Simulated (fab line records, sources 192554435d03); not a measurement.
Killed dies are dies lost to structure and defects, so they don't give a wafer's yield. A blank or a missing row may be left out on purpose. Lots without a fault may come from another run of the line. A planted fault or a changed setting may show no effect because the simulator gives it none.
Chamber matching | flow n5_finfet | N5_BEOL_M10_PECVD_70 on pecvd-04: 3 sister chambers
The step deposits SiO2 from TEOS/O2, target thk 20 nm, time 22.7 s. 20 wafers are shown with their chamber, then 10 later ones without.

WAFERS WITH THEIR CHAMBER
wafer  | chamber | throttle_valve_pct (%) | showerhead_plenum_p_Torr (Torr) | heater_power_w (W)
L078.3 | 1       | 22.5                   | 8.80                            | 652
L078.5 | 1       | 22.5                   | 8.81                            | 666
L078.6 | 0       | 22.2                   | 8.71                            | 604
L080.2 | 2       | 19.8                   | 8.75                            | 840
L080.4 | 1       | 22.2                   | 8.85                            | 771
L080.5 | 0       | 22.6                   | 8.71                            | 710
L082.1 | 2       | 20.0                   | 8.72                            | 855
L082.3 | 1       | 22.4                   | 8.82                            | 731
L082.6 | 1       | 22.0                   | 8.83                            | 741
L086.1 | 1       | 22.5                   | 8.83                            | 715
L086.3 | 2       | 20.3                   | 8.74                            | 750
L086.4 | 0       | 22.6                   | 8.70                            | 653
L088.2 | 2       | 20.2                   | 8.73                            | 853
L088.5 | 1       | 22.4                   | 8.84                            | 698
L088.6 | 2       | 20.3                   | 8.78                            | 850
L089.2 | 2       | 20.0                   | 8.74                            | 739
L089.3 | 1       | 22.5                   | 8.83                            | 631
L089.6 | 2       | 20.4                   | 8.77                            | 752
L090.1 | 2       | 20.3                   | 8.76                            | 883
L090.2 | 1       | 22.7                   | 8.80                            | 753

SIGNATURES (means of the wafers above)
reading                  | chamber 0 | chamber 1 | chamber 2 | scatter within a chamber
throttle_valve_pct       | 22.467    | 22.411    | 20.163    | 0.208
showerhead_plenum_p_Torr | 8.7067    | 8.8233    | 8.7487    | 0.0177
heater_power_w           | 655.67    | 706.44    | 815.25    | 53
Rule: a wafer's distance from a chamber is the root of the sum, over the readings, of the square of ((its reading less the chamber's mean) divided by the reading's scatter). The wafer belongs to the nearest chamber; if the next one is less than 2 further off, it can't be placed. The scatter: the root of (the sum of the squares of (reading less its chamber's mean) over the shown wafers, divided by (wafers less chambers)).

WAFERS WITHOUT THEIR CHAMBER
wafer  | throttle_valve_pct (%) | showerhead_plenum_p_Torr (Torr) | heater_power_w (W)
L090.3 | 22.6                   | 8.70                            | 677
L091.2 | 22.5                   | 8.71                            | 613
L091.4 | 20.5                   | 8.75                            | 879
L091.5 | 22.7                   | 8.71                            | 598
L095.2 | 22.6                   | 8.70                            | 659
L095.3 | 22.4                   | 8.86                            | 788
L095.5 | 22.4                   | 8.82                            | 766
L094.1 | 20.2                   | 8.73                            | 758
L094.2 | 22.4                   | 8.84                            | 746
L094.5 | 20.2                   | 8.78                            | 781

WHICH CHAMBER EACH WENT THROUGH
wafer  | from the rows above | in truth
L090.3 | 0                   | 0
L091.2 | 0                   | 0
L091.4 | 2                   | 2
L091.5 | 0                   | 0
L095.2 | 0                   | 0
L095.3 | 1                   | 1
L095.5 | 1                   | 1
L094.1 | 2                   | 2
L094.2 | 1                   | 1
L094.5 | 2                   | 2
Placed correctly: 10 of 10. Can't be placed from these rows: 0. Placed wrongly: 0.
